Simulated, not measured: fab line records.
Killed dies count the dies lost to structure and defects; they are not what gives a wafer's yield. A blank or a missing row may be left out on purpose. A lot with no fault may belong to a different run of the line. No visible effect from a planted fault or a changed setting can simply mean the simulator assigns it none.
Which tool did it? || flow n5Finfet || 36 wafers from 12 lots sampled at 3 of the route's 1938 steps

== WHAT THE GAUGES READ, wafer by wafer ==
N5_ILD0_THK_MEAS_13.
{"lot": "L075", "measured": "day 4 01:52", "on": "filmMetro-01", "thkNm (nm)": "16.5 18.5 17.3"}
{"lot": "L077", "measured": "day 4 10:41", "on": "filmMetro-01", "thkNm (nm)": "16.1 18.6 16.4"}
{"lot": "L079", "measured": "day 4 22:02", "on": "filmMetro-02", "thkNm (nm)": "16.9 16.7 16.3"}
{"lot": "L081", "measured": "day 5 12:59", "on": "filmMetro-01", "thkNm (nm)": "17.0 18.0 19.2"}
{"lot": "L083", "measured": "day 6 00:17", "on": "filmMetro-01", "thkNm (nm)": "16.7 16.3 16.0"}
{"lot": "L085", "measured": "day 6 16:08", "on": "filmMetro-01", "thkNm (nm)": "17.0 16.4 17.6"}
{"lot": "L087", "measured": "day 7 03:28", "on": "filmMetro-02", "thkNm (nm)": "17.5 18.9 19.1"}
{"lot": "L089", "measured": "day 7 08:56", "on": "filmMetro-01", "thkNm (nm)": "16.5 18.2 17.4"}
{"lot": "L091", "measured": "day 7 22:22", "on": "filmMetro-01", "thkNm (nm)": "17.9 19.6 18.9"}
{"lot": "L093", "measured": "day 8 11:55", "on": "filmMetro-01", "thkNm (nm)": "16.9 17.1 16.8"}
{"lot": "L095", "measured": "day 9 01:03", "on": "filmMetro-01", "thkNm (nm)": "18.1 18.9 17.8"}
{"lot": "L097", "measured": "day 9 15:18", "on": "filmMetro-02", "thkNm (nm)": "17.2 17.9 17.8"}

== WHAT TOOL EACH LOT RAN ON (gives the tool, then ch and the chambers of the sampled wafers, and finally the start) ==
{"lot": "L075", "N5_SD_EPI_P_ETCH_47": "rieDiel-04 ch 1,2,3, day 3 15:40", "N5_SD_EPI_P_ETCH_16": "rieDiel-04 ch 1,2,3, day 3 15:46"}
{"lot": "L077", "N5_SD_EPI_P_ETCH_47": "rieDiel-06 ch 0,1,3, day 4 00:28", "N5_SD_EPI_P_ETCH_16": "rieDiel-06 ch 0,1,3, day 4 00:34"}
{"lot": "L079", "N5_SD_EPI_P_ETCH_47": "rieDiel-04 ch 1,2,3, day 4 11:47", "N5_SD_EPI_P_ETCH_16": "rieDiel-04 ch 1,2,3, day 4 11:53"}
{"lot": "L081", "N5_SD_EPI_P_ETCH_47": "rieDiel-06 ch 1,2,3, day 5 01:59", "N5_SD_EPI_P_ETCH_16": "rieDiel-06 ch 1,2,3, day 5 02:05"}
{"lot": "L083", "N5_SD_EPI_P_ETCH_47": "rieDiel-06 ch 2,3, day 5 13:44", "N5_SD_EPI_P_ETCH_16": "rieDiel-06 ch 2,3, day 5 13:50"}
{"lot": "L085", "N5_SD_EPI_P_ETCH_47": "rieDiel-04 ch 0,2,3, day 6 05:56", "N5_SD_EPI_P_ETCH_16": "rieDiel-04 ch 0,2,3, day 6 06:02"}
{"lot": "L087", "N5_SD_EPI_P_ETCH_47": "rieDiel-04 ch 0,2, day 6 17:14", "N5_SD_EPI_P_ETCH_16": "rieDiel-04 ch 0,2, day 6 17:20"}
{"lot": "L089", "N5_SD_EPI_P_ETCH_47": "rieDiel-03 ch 0,2,3, day 6 22:44", "N5_SD_EPI_P_ETCH_16": "rieDiel-03 ch 0,2,3, day 6 22:50"}
{"lot": "L091", "N5_SD_EPI_P_ETCH_47": "rieDiel-04 ch 0,1,2, day 7 11:32", "N5_SD_EPI_P_ETCH_16": "rieDiel-04 ch 0,1,2, day 7 11:38"}
{"lot": "L093", "N5_SD_EPI_P_ETCH_47": "rieDiel-03 ch 1,2,3, day 8 00:40", "N5_SD_EPI_P_ETCH_16": "rieDiel-03 ch 1,2,3, day 8 00:46"}
{"lot": "L095", "N5_SD_EPI_P_ETCH_47": "rieDiel-06 ch 1,2,3, day 8 14:13", "N5_SD_EPI_P_ETCH_16": "rieDiel-06 ch 1,2,3, day 8 14:19"}
{"lot": "L097", "N5_SD_EPI_P_ETCH_47": "rieDiel-04 ch 0,1,3, day 9 03:32", "N5_SD_EPI_P_ETCH_16": "rieDiel-04 ch 0,1,3, day 9 03:38"}
- N5_SD_EPI_P_ETCH_47: etches SiOCN in CH3F/O2, target depth 25 nm.
- N5_SD_EPI_P_ETCH_16: etches SiO2 in CHF3/O2, target depth 5 nm.

== THE ANSWER, worked out from the rows above alone ==
Rule: what is usual is taken from the lots themselves. Put in order of their means at a reading, lots are off if they are a third of the lots or fewer, leave a main group of 4 or more, and stand apart from it by a gap of 3 or more times the standard deviation of the main group's means; of several such gaps the widest counts. Not used: any main group whose means are identical at the precision the tables above print for the reading. A lot without any number at a reading at which 4 lots or more have one is off too. Any other lot the step has rows for is counted as sound.
Nothing can be told from this: no lot is off at any reading shown.

== WHAT THE SIMULATOR HAD PUT IN ==
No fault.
